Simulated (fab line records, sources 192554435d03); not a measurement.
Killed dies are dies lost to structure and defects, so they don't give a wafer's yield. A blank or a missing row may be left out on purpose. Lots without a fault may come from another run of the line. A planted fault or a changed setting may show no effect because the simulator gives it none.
Which tool did it? | flow n5_finfet | 24 lots, 72 wafers sampled, at 5 steps of a route of 1938

WHAT THE GAUGES READ, wafer by wafer
N5_BEOL_M1_CD_MEAS_18: pitch 36 nm, target cd 18 nm.
lot  | measured     | on        | cd_nm (nm)
L074 | day 6 02:04  | cd_sem-01 | 18.3 18.2 17.9
L075 | day 6 16:48  | cd_sem-03 | 17.5 17.7 17.8
L076 | day 6 17:48  | cd_sem-03 | 18.3 17.8 17.8
L077 | day 6 23:33  | cd_sem-03 | 17.5 17.9 17.4
L078 | day 7 04:29  | cd_sem-01 | 18.5 18.1 18.3
L079 | day 7 13:32  | cd_sem-02 | 17.5 18.3 17.4
L080 | day 7 20:47  | cd_sem-02 | 19.2 18.6 18.4
L081 | day 8 05:29  | cd_sem-01 | 18.0 17.7 17.5
L082 | day 8 11:56  | cd_sem-02 | 18.1 18.1 17.7
L083 | day 8 15:00  | cd_sem-02 | 18.1 18.4 17.8
L084 | day 8 20:37  | cd_sem-03 | 17.5 18.2 18.0
L085 | day 9 03:19  | cd_sem-01 | 18.0 18.2 17.9
L086 | day 9 06:30  | cd_sem-01 | 17.8 18.0 18.0
L087 | day 9 10:23  | cd_sem-02 | 17.3 17.8 17.9
L088 | day 9 18:13  | cd_sem-03 | 17.9 17.8 18.1
L089 | day 9 21:03  | cd_sem-01 | 17.9 17.7 17.9
L090 | day 9 23:39  | cd_sem-03 | 18.0 17.5 17.7
L091 | day 10 03:57 | cd_sem-03 | 17.3 18.2 17.7
L092 | day 10 09:56 | cd_sem-01 | 17.9 17.8 17.8
L093 | day 11 00:29 | cd_sem-03 | 17.8 17.0 17.4
L094 | day 11 08:48 | cd_sem-02 | 18.1 17.8 17.8
L095 | day 11 15:56 | cd_sem-03 | 18.4 18.2 17.7
L096 | day 11 16:04 | cd_sem-03 | 18.2 17.4 18.0
L097 | day 11 16:19 | cd_sem-01 | 17.6 17.7 18.0

WHICH TOOL RAN EACH LOT (tool, then ch and the chambers of the sampled wafers, then the start)
lot  | N5_BEOL_M0_STRIP_140               | N5_BEOL_M0_STRIP_104               | N5_BEOL_M0_SURFACE_TREAT_137 | N5_BEOL_M0_DEP_125
L074 | rie_diel-01 ch 0,1,3, day 5 18:57  | rie_diel-01 ch 0,1,3, day 5 18:58  | pvd_sputter-01, day 5 20:11  | pecvd-03 ch 0,1, day 5 22:38
L075 | rie_diel-03 ch 2,3, day 6 08:22    | rie_diel-03 ch 2,3, day 6 08:23    | pvd_sputter-01, day 6 10:21  | pecvd-02 ch 1,2, day 6 12:15
L076 | rie_diel-04 ch 1,3, day 6 10:34    | rie_diel-04 ch 1,3, day 6 10:35    | pvd_sputter-03, day 6 11:49  | pecvd-04 ch 0,1,2, day 6 16:29
L077 | rie_diel-04 ch 0,2, day 6 18:44    | rie_diel-04 ch 0,2, day 6 18:45    | pvd_sputter-03, day 6 20:07  | pecvd-02 ch 0,1,2, day 6 21:52
L078 | rie_diel-01 ch 1,2, day 6 19:01    | rie_diel-01 ch 1,2, day 6 19:02    | pvd_sputter-02, day 6 21:47  | pecvd-03 ch 1,2, day 6 23:37
L079 | rie_diel-01 ch 1,2,3, day 7 06:41  | rie_diel-01 ch 1,2,3, day 7 06:43  | pvd_sputter-02, day 7 09:32  | pecvd-02 ch 0,1,2, day 7 11:40
L080 | rie_diel-01 ch 0,2,3, day 7 11:39  | rie_diel-01 ch 0,2,3, day 7 11:40  | pvd_sputter-01, day 7 15:37  | pecvd-02 ch 0,1,2, day 7 17:10
L081 | rie_diel-01 ch 1,2, day 7 23:23    | rie_diel-01 ch 1,2, day 7 23:25    | pvd_sputter-02, day 8 00:45  | pecvd-04 ch 0,1,2, day 8 02:23
L082 | rie_diel-04 ch 0,2,3, day 8 04:36  | rie_diel-04 ch 0,2,3, day 8 04:37  | pvd_sputter-01, day 8 08:23  | pecvd-02 ch 0,1,2, day 8 10:01
L083 | rie_diel-03 ch 1,2,3, day 8 07:08  | rie_diel-03 ch 1,2,3, day 8 07:09  | pvd_sputter-01, day 8 09:16  | pecvd-02 ch 0,1, day 8 11:08
L084 | rie_diel-04 ch 1,2,3, day 8 13:39  | rie_diel-04 ch 1,2,3, day 8 13:40  | pvd_sputter-01, day 8 15:37  | pecvd-03 ch 0,1,2, day 8 18:25
L085 | rie_diel-04 ch 0,3, day 8 19:01    | rie_diel-04 ch 0,3, day 8 19:02    | pvd_sputter-03, day 8 21:10  | pecvd-02 ch 1,2, day 9 00:13
L086 | rie_diel-03 ch 0,2,3, day 8 22:37  | rie_diel-03 ch 0,2,3, day 8 22:38  | pvd_sputter-03, day 9 00:07  | pecvd-02 ch 1,2, day 9 03:36
L087 | rie_diel-01 ch 1,2,3, day 9 02:11  | rie_diel-01 ch 0,2,3, day 9 02:13  | pvd_sputter-02, day 9 04:34  | pecvd-03 ch 0,1, day 9 06:38
L088 | rie_diel-03 ch 1,3, day 9 12:52    | rie_diel-03 ch 1,3, day 9 12:53    | pvd_sputter-02, day 9 14:51  | pecvd-02 ch 0,1, day 9 16:48
L089 | rie_diel-04 ch 0,3, day 9 15:47    | rie_diel-04 ch 0,3, day 9 15:49    | pvd_sputter-03, day 9 17:33  | pecvd-04 ch 0,2, day 9 19:20
L090 | rie_diel-04 ch 2,3, day 9 18:02    | rie_diel-04 ch 2,3, day 9 18:04    | pvd_sputter-01, day 9 19:58  | pecvd-04 ch 0,1, day 9 21:40
L091 | rie_diel-04 ch 0,2, day 9 21:58    | rie_diel-04 ch 0,2, day 9 21:59    | pvd_sputter-02, day 10 00:29 | pecvd-03 ch 0,2, day 10 02:06
L092 | rie_diel-03 ch 0,2,3, day 10 03:59 | rie_diel-03 ch 0,2,3, day 10 04:01 | pvd_sputter-03, day 10 05:37 | pecvd-04 ch 0,1,2, day 10 07:17
L093 | rie_diel-04 ch 1,2,3, day 10 15:05 | rie_diel-04 ch 1,2,3, day 10 15:06 | pvd_sputter-01, day 10 18:55 | pecvd-04 ch 0,1,2, day 10 20:40
L094 | rie_diel-01 ch 0,1, day 11 00:59   | rie_diel-01 ch 0,1, day 11 01:00   | pvd_sputter-02, day 11 02:22 | pecvd-02 ch 0,1,2, day 11 04:01
L095 | rie_diel-01 ch 0,3, day 11 07:43   | rie_diel-01 ch 0,3, day 11 07:44   | pvd_sputter-02, day 11 09:23 | pecvd-02 ch 1,2, day 11 11:40
L096 | rie_diel-01 ch 0,3, day 11 08:44   | rie_diel-01 ch 0,3, day 11 08:45   | pvd_sputter-01, day 11 09:46 | pecvd-02 ch 1,2, day 11 11:56
L097 | rie_diel-03 ch 1,2, day 11 08:59   | rie_diel-03 ch 1,2, day 11 09:01   | pvd_sputter-01, day 11 10:35 | pecvd-03 ch 0,1,2, day 11 12:11
- N5_BEOL_M0_STRIP_140: strips in CF4.
- N5_BEOL_M0_STRIP_104: strips in N2/H2.
- N5_BEOL_M0_SURFACE_TREAT_137
- N5_BEOL_M0_DEP_125: deposits SiCN from 3MS/NH3, target thk 8 nm, time 14 s.

WHAT THE TOOLS THEMSELVES READ (means of the sampled wafers that have a number; where no wafer has one, the mark that the record gives instead)
N5_BEOL_M0_STRIP_140.
lot  | tool        | drypump_motor_current_A (A) | oes_product_au (a.u.) | rf_vpp_V (V) | showerhead_plenum_p_Torr (Torr) | throttle_valve_pct (%)
L074 | rie_diel-01 | 5.42                        | 0.79                  | 270.1        | 1.77                            | 13.47
L075 | rie_diel-03 | 5.26                        | 0.90                  | 271.8        | 1.85                            | 13.40
L076 | rie_diel-04 | 5.68                        | 0.74                  | 269.3        | 1.74                            | 13.59
L077 | rie_diel-04 | 5.49                        | 0.71                  | 270.2        | 1.78                            | 13.57
L078 | rie_diel-01 | 5.72                        | 0.73                  | 268.6        | 1.72                            | 13.70
L079 | rie_diel-01 | 5.54                        | 0.78                  | 268.9        | 1.73                            | 13.56
L080 | rie_diel-01 | 5.45                        | 0.78                  | 270.9        | 1.77                            | 13.56
L081 | rie_diel-01 | 5.72                        | 0.71                  | 269.7        | 1.71                            | 13.73
L082 | rie_diel-04 | 5.38                        | 0.71                  | 271.4        | 1.78                            | 13.61
L083 | rie_diel-03 | 5.39                        | 0.80                  | 273.1        | 1.86                            | 13.59
L084 | rie_diel-04 | 5.50                        | 0.71                  | 271.1        | 1.76                            | 13.65
L085 | rie_diel-04 | 5.42                        | 0.72                  | 271.8        | 1.77                            | 13.58
L086 | rie_diel-03 | 5.40                        | 0.87                  | 272.0        | 1.85                            | 13.28
L087 | rie_diel-01 | 5.55                        | 0.75                  | 270.1        | 1.72                            | 13.60
L088 | rie_diel-03 | 5.72                        | 0.71                  | 272.6        | 1.83                            | 13.75
L089 | rie_diel-04 | 5.32                        | 0.72                  | 271.3        | 1.78                            | 13.61
L090 | rie_diel-04 | 5.26                        | 0.79                  | 271.0        | 1.78                            | 13.45
L091 | rie_diel-04 | 5.47                        | 0.78                  | 269.7        | 1.77                            | 13.46
L092 | rie_diel-03 | 5.39                        | 0.85                  | 271.8        | 1.84                            | 13.30
L093 | rie_diel-04 | 5.50                        | 0.78                  | 269.9        | 1.75                            | 13.49
L094 | rie_diel-01 | 5.44                        | 0.68                  | 271.5        | 1.79                            | 13.67
L095 | rie_diel-01 | 5.28                        | 0.74                  | 271.7        | 1.80                            | 13.60
L096 | rie_diel-01 | 5.29                        | 0.79                  | 272.4        | 1.77                            | 13.51
L097 | rie_diel-03 | 5.25                        | 0.90                  | 272.6        | 1.88                            | 13.46

N5_BEOL_M0_STRIP_104.
lot  | tool        | drypump_motor_current_A (A) | n2_flow_sccm (sccm) | oes_product_au (a.u.) | rf_vpp_V (V) | showerhead_plenum_p_Torr (Torr) | throttle_valve_pct (%)
L074 | rie_diel-01 | 5.42                        | 200.4               | 0.79                  | 59.4         | 2.51                            | 23.4
L075 | rie_diel-03 | 5.27                        | 200.3               | 0.92                  | 60.2         | 2.63                            | 23.7
L076 | rie_diel-04 | 5.71                        | 200.2               | 0.75                  | 60.4         | 2.46                            | 23.5
L077 | rie_diel-04 | 5.50                        | 200.6               | 0.71                  | 60.2         | 2.51                            | 23.7
L078 | rie_diel-01 | 5.73                        | 200.1               | 0.72                  | 58.8         | 2.41                            | 23.5
L079 | rie_diel-01 | 5.56                        | 200.8               | 0.78                  | 58.1         | 2.43                            | 23.4
L080 | rie_diel-01 | 5.46                        | 200.2               | 0.79                  | 57.7         | 2.51                            | 23.4
L081 | rie_diel-01 | 5.72                        | 200.0               | 0.71                  | 57.4         | 2.41                            | 23.5
L082 | rie_diel-04 | 5.39                        | 200.1               | 0.71                  | 57.8         | 2.52                            | 23.7
L083 | rie_diel-03 | 5.42                        | 200.8               | 0.82                  | 59.3         | 2.63                            | 23.8
L084 | rie_diel-04 | 5.53                        | 199.6               | 0.71                  | 57.6         | 2.48                            | 23.5
L085 | rie_diel-04 | 5.44                        | 200.0               | 0.72                  | 59.4         | 2.53                            | 23.9
L086 | rie_diel-03 | 5.40                        | 201.0               | 0.90                  | 59.6         | 2.63                            | 23.6
L087 | rie_diel-01 | 5.46                        | 199.7               | 0.77                  | 59.3         | 2.50                            | 23.5
L088 | rie_diel-03 | 5.71                        | 200.2               | 0.72                  | 61.2         | 2.60                            | 23.8
L089 | rie_diel-04 | 5.33                        | 199.7               | 0.72                  | 57.8         | 2.53                            | 23.9
L090 | rie_diel-04 | 5.29                        | 200.2               | 0.81                  | 58.7         | 2.52                            | 23.5
L091 | rie_diel-04 | 5.49                        | 199.9               | 0.80                  | 57.4         | 2.50                            | 23.6
L092 | rie_diel-03 | 5.40                        | 200.4               | 0.88                  | 59.8         | 2.62                            | 23.6
L093 | rie_diel-04 | 5.52                        | 199.9               | 0.80                  | 57.9         | 2.48                            | 23.4
L094 | rie_diel-01 | 5.45                        | 200.0               | 0.68                  | 59.5         | 2.54                            | 23.7
L095 | rie_diel-01 | 5.32                        | 200.2               | 0.74                  | 59.4         | 2.56                            | 23.6
L096 | rie_diel-01 | 5.29                        | 199.8               | 0.80                  | 60.3         | 2.51                            | 23.3
L097 | rie_diel-03 | 5.26                        | 200.1               | 0.91                  | 60.9         | 2.66                            | 23.8

N5_BEOL_M0_DEP_125.
lot  | tool     | showerhead_plenum_p_Torr (Torr) | throttle_valve_pct (%)
L074 | pecvd-03 | 3.668                           | 9.5
L075 | pecvd-02 | 3.658                           | 8.9
L076 | pecvd-04 | 3.650                           | 9.1
L077 | pecvd-02 | 3.661                           | 9.2
L078 | pecvd-03 | 3.670                           | 9.0
L079 | pecvd-02 | 3.658                           | 9.0
L080 | pecvd-02 | 3.658                           | 9.1
L081 | pecvd-04 | 3.648                           | 9.1
L082 | pecvd-02 | 3.663                           | 9.0
L083 | pecvd-02 | 3.659                           | 8.9
L084 | pecvd-03 | 3.665                           | 9.1
L085 | pecvd-02 | 3.662                           | 9.0
L086 | pecvd-02 | 3.658                           | 9.0
L087 | pecvd-03 | 3.666                           | 9.5
L088 | pecvd-02 | 3.663                           | 9.1
L089 | pecvd-04 | 3.645                           | 9.3
L090 | pecvd-04 | 3.637                           | 9.1
L091 | pecvd-03 | 3.664                           | 8.9
L092 | pecvd-04 | 3.647                           | 9.3
L093 | pecvd-04 | 3.650                           | 9.1
L094 | pecvd-02 | 3.653                           | 8.8
L095 | pecvd-02 | 3.658                           | 8.6
L096 | pecvd-02 | 3.654                           | 8.8
L097 | pecvd-03 | 3.663                           | 9.4

THE ANSWER, worked out from the rows above alone
Rule: what is usual is taken from the lots themselves. Put in order of their means at a reading, lots are off if they are a third of the lots or fewer, leave a main group of 4 or more, and stand apart from it by a gap of 3 or more times the standard deviation of the main group's means; of several such gaps the widest counts. A main group whose means are all the same, to the digits that the tables above print for the reading, isn't used. A lot without any number at a reading at which 4 lots or more have one is off too. The other lots that the step has rows for count as sound. The gauges are gone through in route order, then the tools' own readings, and for those a lot's mean is taken as printed above. The first step at which some lot is off is used, and at that step the reading that is off furthest; a lot without a number counts as furthest.
No lot is off at any reading shown: from this, nothing can be told.

WHAT THE SIMULATOR HAD PUT IN
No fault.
